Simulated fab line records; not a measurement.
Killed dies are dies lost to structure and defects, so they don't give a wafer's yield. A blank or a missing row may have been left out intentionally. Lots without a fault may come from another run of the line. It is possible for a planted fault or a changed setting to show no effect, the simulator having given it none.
A struck lot beside a sound one | flow nandHarc | 14 out of 1302 route steps
Sound: wafers L337.2, L337.3, L337.6. Struck: wafer L331.3. (L331.4 of the same lot was not struck and is left out.) The cause comes at the end.
Each step with rows lists, per side, the tool, then ch with its chambers, then its first start. Under that, the readings that differ: sound wafers | struck wafers | difference of the means | sigmas: that difference in standard deviations of wafers without a fault.
alike: readings with means less than 2 such deviations apart, plus words and numbers identical on both sides. not compared: withheld readings, readings lacking a value on some wafer, bounds such as >300 that could conceal the same value, and numbers that have no deviation in the record and whose values overlap.
The two part at a step that has a row with sigmas, a row that says differs or no value, or rows on one side only. Numbers that have no deviation but don't overlap get no sigmas and don't part them. Lack of a reading on every wafer of one side parts them only where that side has two or more wafers.

NHARC_A_ZERO_WELL_INSPECT_17:
  sound: defectInspect-01 at day 13 19:39; struck: defectInspect-01 at day 11 05:53
  alike: rawDefectCount
then, 3 steps without rows for these wafers: NHARC_A_SOURCE_PLATE_PRECLEAN_00 (cleans in HF-LAST, time 60 s); NHARC_A_SOURCE_PLATE_SRD_01; NHARC_A_SOURCE_PLATE_OXIDE_02 (material SiO2, target thk 10 nm, ox time 1362 s).
NHARC_A_SOURCE_PLATE_THK_MEAS_09: measures by ellipsometry.
  sound: filmMetro-01 at day 14 04:02; struck: filmMetro-02 at day 11 13:10
  alike: thkNm
then, 3 steps without rows for these wafers: NHARC_A_SOURCE_PLATE_PVD_04 (deposits WSi2, target thk 50 nm); NHARC_A_SOURCE_PLATE_CVD_03 (deposits poly-Si, target thk 200 nm, time 4000 s); NHARC_A_SOURCE_PLATE_ANNEAL_05 (time 1800 s).
NHARC_A_SOURCE_PLATE_THK_MEAS_06: measures by ellipsometry.
  sound: filmMetro-01 at day 14 16:53; struck: filmMetro-02 at day 12 02:04
  alike: thkNm
NHARC_A_SOURCE_PLATE_INSPECT_08:
  sound: defectInspect-01 at day 14 16:56; struck: defectInspect-01 at day 12 02:10
reading        | sound       | struck | difference | sigmas
rawDefectCount | 142 116 115 | 39     | -85        | -3
NHARC_A_ONON_D1_DEP_00: target thk 1000 nm.
  sound on pecvdOnon-03 ch 0, day 14 17:04; struck on pecvdOnon-02 ch 0, day 12 02:22
NHARC_A_ONON_D1_THK_MEAS_02: measures by ellipsometry.
  sound: filmMetro-02 at day 14 17:31; struck: filmMetro-01 at day 12 02:46
reading    | sound          | struck | difference | sigmas
thkNm (nm) | 1015 1013 1014 | 1478   | +464       | +42
then, 2 steps without rows for these wafers: NHARC_A_ONON_D1_DEP_03 (target thk 1000 nm); NHARC_END_SORT_01.

WHERE THEY PART
Earliest at NHARC_A_SOURCE_PLATE_INSPECT_08; latest, in this record, at NHARC_A_ONON_D1_THK_MEAS_02.

WHY: whatever the simulator had introduced
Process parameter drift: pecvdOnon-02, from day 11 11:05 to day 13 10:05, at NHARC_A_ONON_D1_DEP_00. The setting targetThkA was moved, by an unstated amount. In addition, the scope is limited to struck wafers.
